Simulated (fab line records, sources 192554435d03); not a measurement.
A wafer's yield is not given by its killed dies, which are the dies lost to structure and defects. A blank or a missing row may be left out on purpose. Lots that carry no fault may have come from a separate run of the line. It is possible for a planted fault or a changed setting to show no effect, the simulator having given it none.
fab line records ; flow n5-finfet
[record] lots = 4; wafers = 12; last-day = 18
route steps=1938 shown BEOL_M3@1006 BEOL_M4@1021 PASSIVATION@1936
lots that met no fault: taken from a fault-free run of the same line
start-h: the number of hours between the record's first day and the start of the first shown wafer of the lot ; wait-h: hours elapsed since this lot's preceding step ; " identical to the entry in the row above ; L1.1+2: a single row standing in for several wafers ; - no value present, or no start provided ; * or withheld: withheld ; < > ~ a bound
route shown NAME@n: a module of which the file shows steps, and the number in the route of the first ; usual: mean/standard deviation taken from wafers without a fault ; same: alike in all rows ; chamber/n: place in a boat ; sites: the reading at each site ; _std_site: their standard deviation ; _edge_site: inner sites' mean taken away from outer sites' mean ; radius-mm: how far each site lies from the wafer's centre ; mask NAME#n: copy n ; behind: the last tool/chamber to shape the wafer ; hold: the reason the lot was held/the length of the hold in hours/how it ended ; device: names the non-switching transistor (n, p or np) ; end of line: at the end of the route, the tests of the same wafers ; where a step has no rows: the recipe by itself ; killed: not the wafer's yield, but the dies lost to structure and defects at the first sort ; map: shows each die of a wafer: x if killed, . if not, _ if none is there
set.NAME: the setting that was run; set.NAME@STEP: the one run at that earlier step ; model.NAME: the simulator's own value behind a step, which no gauge read
certain route steps with their lots: each step a table, each wafer a row
services: when a tool's chamber went out of use (start-h, in hours from the record's first day, below 0 if earlier), for how many hours, and the reason
[[steps]]
[step N5_BEOL_M3_SPUTTER_92]
[recipe] material = Cu; target-thk-a = 45; temp-c = -20; chamber-pressure-pa = 0.07; power-w = withheld; time-s = 8.29
[step N5_BEOL_M3_ANNEAL_93]
[recipe] temp-c = 400; time-s = 240; ambient = vacuum
[step N5_BEOL_M3_SPUTTER_94]
[recipe] material = Cu; target-thk-a = 45; temp-c = -20; chamber-pressure-pa = 0.07; power-w = withheld; time-s = 8.29
[step N5_BEOL_M3_ANNEAL_95]
[recipe] temp-c = 400; time-s = 240; ambient = vacuum
[step N5_BEOL_M3_SPUTTER_96]
[recipe] material = Cu; target-thk-a = 45; temp-c = -20; chamber-pressure-pa = 0.07; power-w = withheld; time-s = 8.29
[step N5_BEOL_M3_ECD_50]
[recipe] material = Cu; target-thk-a = 3000
[step N5_BEOL_M3_ANNEAL_51]
[recipe] temp-c = 225; time-s = 90; ambient = N2
[step N5_BEOL_M3_CMP_52]
[recipe] stop-on = SiOC; t-overpolish-s = 6.8; down-force-psi = 1; platen-rpm = 50; clearing-platen-down-force-psi = 1.5; clearing-platen-rpm = 50; post-cmp-clean = cu-alkaline; target-thk-nm = 40; clearing-platen-pad-velocity-m-s = 0.99484; pad-velocity-m-s = 0.99484
[step N5_BEOL_M3_PRE_CLEAN_60]
[recipe] gas = NH3/H2; time-s = 15; temp-c = *; rf-power-w = 300
[step N5_BEOL_M3_CO_CAP_55]
[recipe] material = Co; target-thk-a = 20; temp-c = 200; precursor = CCTBA/H2; pressure-torr = 30; time-s = 102.1
[step N5_BEOL_M3_PRE_CLEAN_56]
[recipe] gas = NH3; time-s = 15; temp-c = withheld; rf-power-w = 300
[step N5_BEOL_M3_DEP_57]
[recipe] material = SiCN; target-thk-a = 80; temp-c = withheld; precursor = 3MS/NH3; pressure-torr = 3; rf-w = 202; time-s = 14
[usual] showerhead-plenum-p-Torr = 3.663/0.008; throttle-valve-pct = 8.9/0.49
[same] time-s = 14
lot.wafer;tool;chamber;start-h;wait-h;showerhead-plenum-p-Torr;throttle-valve-pct
L663.2;pecvd-02;0;213.98;0.0;3.674;9.2
L663.4;pecvd-02;0;213.98;0.0;3.675;9.3
L663.6;pecvd-02;2;213.98;0.0;3.662;8.6
L670.2;pecvd-02;2;249.33;0.0;3.668;8.7
L670.3;pecvd-02;1;249.33;0.0;3.660;8.7
L670.4;pecvd-02;1;249.33;0.0;3.666;8.3
L671.2;pecvd-02;0;262.38;0.0;3.664;9.4
L671.4;pecvd-02;1;262.38;0.0;3.666;8.6
L671.6;pecvd-02;2;262.38;0.0;3.664;8.9
L677.1;pecvd-03;0;292.64;0.0;3.650;10.0
L677.3;pecvd-03;0;292.64;0.0;3.669;9.6
L677.4;pecvd-03;2;292.64;0.0;3.675;8.7
[step N5_BEOL_M3_INSPECT_59]
[recipe] inspect-instrument = darkfield; mode = post-dep
[usual] raw-defect-count = 72/31
lot.wafer;tool;chamber;start-h;wait-h;raw-defect-count
L663.2;defect-inspect-02;-;214.07;0.0;102
L663.4;defect-inspect-02;-;214.07;0.0;71
L663.6;defect-inspect-02;-;214.07;0.0;84
L670.2;defect-inspect-02;-;249.42;0.0;381
L670.3;defect-inspect-02;-;249.42;0.0;59
L670.4;defect-inspect-02;-;249.42;0.0;77
L671.2;defect-inspect-02;-;262.47;0.0;74
L671.4;defect-inspect-02;-;262.47;0.0;55
L671.6;defect-inspect-02;-;262.47;0.0;456
L677.1;defect-inspect-01;-;292.77;0.0;64
L677.3;defect-inspect-01;-;292.77;0.0;45
L677.4;defect-inspect-01;-;292.77;0.0;55
[step N5_BEOL_M4_ILD_DEP_00]
[recipe] material = SiOC; target-thk-a = 790; temp-c = 350; precursor = DEMS/O2; pressure-torr = 5; rf-w = 500; time-s = 15.3
[step N5_BEOL_M4_PECVD_72]
[recipe] material = SiO2; target-thk-a = 160; temp-c = 400; precursor = TEOS/O2; pressure-torr = 5.5; rf-w = 450; teos-flow-sccm = 53.8; gas = O2; flow-sccm = 3000; time-s = 18
[step N5_BEOL_M4_HM_DEP_02]
[recipe] material = TiN; target-thk-a = 200; temp-c = 25; chamber-pressure-pa = 0.49996
[step N5_BEOL_M4_COAT_61]
[recipe] resist = SOC; temp-c = 250; time-s = 60; spin-rpm = 1500; resist-thk-nm = 60
[step N5_BEOL_M4_COAT_62]
[recipe] resist = SiARC; temp-c = 220; time-s = 60; spin-rpm = 1500; resist-thk-nm = 12
[step N5_BEOL_M4_COAT_73]
[recipe] resist = underlayer; temp-c = 205; time-s = 60; spin-rpm = 1500; resist-thk-nm = 5
[step N5_BEOL_M4_COAT_05]
[recipe] resist = CAR-EUV; spin-rpm = 1500; resist-thk-nm = 30
[step N5_BEOL_M4_EBR_07]
[recipe] solvent = PGMEA; ebr-width-mm = 1.5
[step N5_BEOL_M4_SOFTBAKE_06]
[recipe] temp-c = 110; time-s = 60; resist = CAR-EUV
[step N5_BEOL_M4_EXPOSE_08]
[recipe] mask-id = M4; na = 0.33; source-shape = dipole; sigma-inner = 0.369; sigma-outer = 0.767; polarization = unpolarized; dose-mj = 41.25
[step N5_BEOL_M4_PEB_09]
[recipe] peb-temp-c = 100; peb-time-s = 60; resist = CAR-EUV
[step N5_BEOL_M4_DEVELOP_10]
[recipe] develop-time-s = 30; developer = TMAH; resist = CAR-EUV; rinse-liquid = surfactant-rinse; dry = air-spin; dev-temp-c = 23
[step N5_BEOL_M4_INSPECT_13]
[recipe] mode = adi; inspect-instrument = brightfield
[usual] raw-defect-count = 438/130
lot.wafer;tool;chamber;start-h;wait-h;raw-defect-count
L663.2;defect-inspect-01;-;216.36;0.0;518
L663.4;defect-inspect-01;-;216.36;0.0;412
L663.6;defect-inspect-01;-;216.36;0.0;431
L670.2;defect-inspect-02;-;250.23;0.0;777
L670.3;defect-inspect-02;-;250.23;0.0;423
L670.4;defect-inspect-02;-;250.23;0.0;591
L671.2;defect-inspect-01;-;264.26;0.0;564
L671.4;defect-inspect-01;-;264.26;0.0;362
L671.6;defect-inspect-01;-;264.26;0.0;957
L677.1;defect-inspect-01;-;293.90;0.1;454
L677.3;defect-inspect-01;-;293.90;0.1;445
L677.4;defect-inspect-01;-;293.90;0.1;303
[step N5_BEOL_M4_DESCUM_16]
[recipe] chemistry = O2; time-s = 7; source-power-w = 50; bias-power-w = 20; pressure-mtorr = 20; rf-frequency-hz = 2.712e+07; temp-c = 40; resist = CAR-EUV; o2-flow-sccm = 225
[step N5_BEOL_M4_RC_MEAS_101]
[usual] DIBL_N = 35.7/1.5; DIBL_P = 35.7/2; IOFF_N = 0.155/0.026; IOFF_P = 0.20/0.031; ION_N = 675/11; ION_P = 462/7.1; SS_N = 71.3/0.57; SS_P = 73.1/0.56; VT_N = 250/3; VT_P = -251/3
lot.wafer;tool;chamber;start-h;wait-h;DIBL_N[mV/V];DIBL_P[mV/V];IOFF_N[nA/um];IOFF_P[nA/um];ION_N[uA/um];ION_P[uA/um];SS_N[mV/dec];SS_P[mV/dec];VT_N[mV];VT_P[mV]
L663.2;prober-01;0;225.72;0.8;35.2;33.7;0.131;0.19;677;467;71.1;72.4;252;-248
L663.4;prober-01;0;225.72;0.8;36.8;35.0;0.141;0.21;660;453;71.5;72.8;254;-248
L663.6;prober-01;0;225.72;0.8;35.2;34.1;0.121;0.20;657;457;71.1;72.2;256;-251
L670.2;prober-02;0;260.55;0.2;35.9;36.7;0.149;0.21;673;469;70.7;72.9;250;-248
L670.3;prober-02;0;260.55;0.2;36.7;37.2;0.162;0.22;669;465;70.9;72.2;248;-248
L670.4;prober-02;0;260.55;0.2;36.7;37.1;0.163;0.23;697;470;71.0;73.1;248;-248
L671.2;prober-01;0;277.89;0.2;39.6;39.1;0.210;0.26;682;469;72.1;75.0;248;-248
L671.4;prober-01;0;277.89;0.2;37.9;36.8;0.171;0.22;675;469;72.6;73.8;246;-250
L671.6;prober-01;0;277.89;0.2;35.7;34.8;0.146;0.19;683;464;72.1;72.7;250;-252
L677.1;prober-01;0;311.54;0.0;35.2;36.7;0.138;0.18;667;453;70.6;72.6;251;-255
L677.3;prober-01;0;311.54;0.0;36.4;37.6;0.163;0.20;668;456;71.3;72.7;248;-251
L677.4;prober-01;0;311.54;0.0;36.4;38.7;0.166;0.21;689;468;71.1;73.5;246;-253
[step N5_PASSIVATION_PROBE_49]
[usual] defect-limited-yield = 91.4/1.5; killed_at_M0_to_M3 = 34/10; killed_at_M4_up = 15/6; killed-at-contacts = 12/6; killed-at-front-end = 37/11; killed-at-other = 3.3/2.8; killed-dies = 101/18; killed-open = 66/14; killed-short = 33/7.8; sort_bin_5_function = 5.0/0.97; sort_bin_6_memory = 3.2/0.72; sort-n-pass = 1079/18; sort-yield-pct = 91.4/1.5
[same] gross-dies = 1180; killed-at-back-side = 0; sort_bin_4_leakage[%] = 0; sort_bin_8_speed[%] = 0
lot.wafer;tool;chamber;start-h;wait-h;defect-limited-yield[%];killed_at_M0_to_M3;killed_at_M4_up;killed-at-contacts;killed-at-front-end;killed-at-other;killed-dies;killed-open;killed-short;sort_bin_5_function[%];sort_bin_6_memory[%];sort-n-pass;sort-yield-pct[%]
L670.2;prober-02;-;369.42;0.1;81.4;138;25;25;29;2;219;86;30;10.8;5.7;961;81.4
L671.6;prober-01;-;385.91;0.3;85.6;117;12;8;33;0;170;46;22;9.6;3.4;1010;85.6
// killed by level:class
L670.2 BEOL_M3:unspecified=103 MOL_CONTACT_COAG:geometric-particle:open=17 BEOL_M0_SAQP:geometric-particle:open=14 BEOL_M4:geometric-particle:open=13 FIN_SAQP:geometric-particle:open=9 MOL_CONTACT_COAG:geometric-particle:short=8 BEOL_M3:geometric-particle:open=7 BEOL_M0_SAQP:geometric-particle:short=5
L671.6 BEOL_M3:unspecified=102 GATE_CUT:geometric-particle:open=9 MOL_CONTACT_COAG:geometric-particle:open=6 BEOL_M0_SAQP:geometric-particle:short=4 DUMMY_GATE:geometric-particle:open=4 BEOL_M0_SAQP:geometric-particle:open=4 BEOL_M4:geometric-particle:open=4 FIN_SAQP:geometric-particle:short=3
// map L670.2 (x killed, . not)
_________________....x.......________________
______________.................._____________
___________...x............xx...x..__________
__________..............x.........x._________
________..x............xx......x......_______
_______........................x....x..______
______.x.............x.........x...x...._____
_____..................x......x.....x....____
____...xx.............x...x..........x....___
___.............x...........x..............__
___...x...............x....................__
__x.......x....x.....xx.........x........x.._
__.x...................x...................._
_x.x....xx.....x...............x.......xx....
_...x.x.........x....x..x...x................
_.x.........x......x...xx.....x.x...x...x..x.
_.................x...x.xxxxx..x.............
_.....................xxxxxxxx.x.............
_...........x......x.xxxxxxxxxxx.............
_..............x...xxxxxxxxxxxxx............x
_....x.....x..xx..xx.xxxxxxxxxxx.....x....x..
__...x.......x....x..xxxxxxxxxx..xx........._
__....x..x.x.xxx.....xxxxxxxxx.xxx.........x_
___..x..............x.xxxxxxxxxx...........__
___................xx.xx.xxx.xx.x..xx......__
____.......x.....x....xxx.xxx.......x.....___
_____..................x..x...x..x....x..____
______......x...x......x..xx..x....x...._____
_______.x............................x.______
________....x...x............x......x._______
__________....x..................x.._________
___________.....x..............xx.x__________
______________.......x.........._____________
_________________...........x________________
// map L671.6 (x killed, . not)
_________________............________________
______________.x...............x_____________
___________...........x............__________
__________.x........x....x....x....._________
________.............................x_______
_______.......................x........______
______...........x......................_____
_____....................................____
____....................xxx.......xx......___
___...........................x.x..........__
___........x......................xx...xxx.__
__..............x...x......................._
__............x..........................x.._
_.......x.....................x...x..........
_......................................x.....
_........................xx.xx...........x...
_....................x.xxxx..x...............
_...................x..x.xxxx..xx.......x....
_......x.............xxxxxxxxxxxx..x.........
_.................x.xx.xxxxxxx.x.x...........
_..................xxxxxxxxxxxx......x....x..
__..........x.......xxxxxxxxxxx............._
__..x................xxxxxxxxxx....x........_
___..x.xx.......xx.xxxxxxxxxxxxx.x.........__
___...x..x.......x.....xxxxxxx..........x.x__
____.................x.x..x.xx..........x.___
_____....x..x.......xx.x.xxx.............____
______......x.................x........._____
_______...........x.x..................______
________.....x.............x.........._______
__________...x...............x......_________
___________........................__________
______________..x..............._____________
_________________x...........________________
[[services]]
tool;chamber;start-h;hours;kind
pecvd-03;2;209.24;13.2;repair
pecvd-02;1;209.88;2.1;scheduled-down
pecvd-02;2;223.44;4.2;repair
pecvd-03;1;260.12;40.9;repair
pecvd-03;-;276.82;6.0;pm
pecvd-02;2;278.43;2.1;scheduled-down
pecvd-02;-;292.26;5.5;pm
[[key]]
[first-sign] step = N5_BEOL_M3_INSPECT_59; reading = raw-defect-count; direction = up; sigmas = 11; usual = 72; struck = 418
[effect] step = N5_BEOL_M4_INSPECT_13; reading = raw-defect-count; direction = up; sigmas = 3.2; usual = 438; struck = 867
[effect] step = N5_PASSIVATION_PROBE_49; reading = killed_at_M0_to_M3; direction = up; sigmas = 8.9; usual = 34; struck = 128
[more-kills-born-at] N5_BEOL_M3_DEP_57@pecvd-02 = 205
met-at N5_BEOL_M3_DEP_57
struck-wafers L670.2,L671.6
onset-between 213.98 249.33
[fault] kind = chamber-particle-source; tool = pecvd-02; chamber = 2; onset-h = 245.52; steps = N5_BEOL_M3_DEP_57; rate-per-visit-cm2 = 0.46789; end-h = 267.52
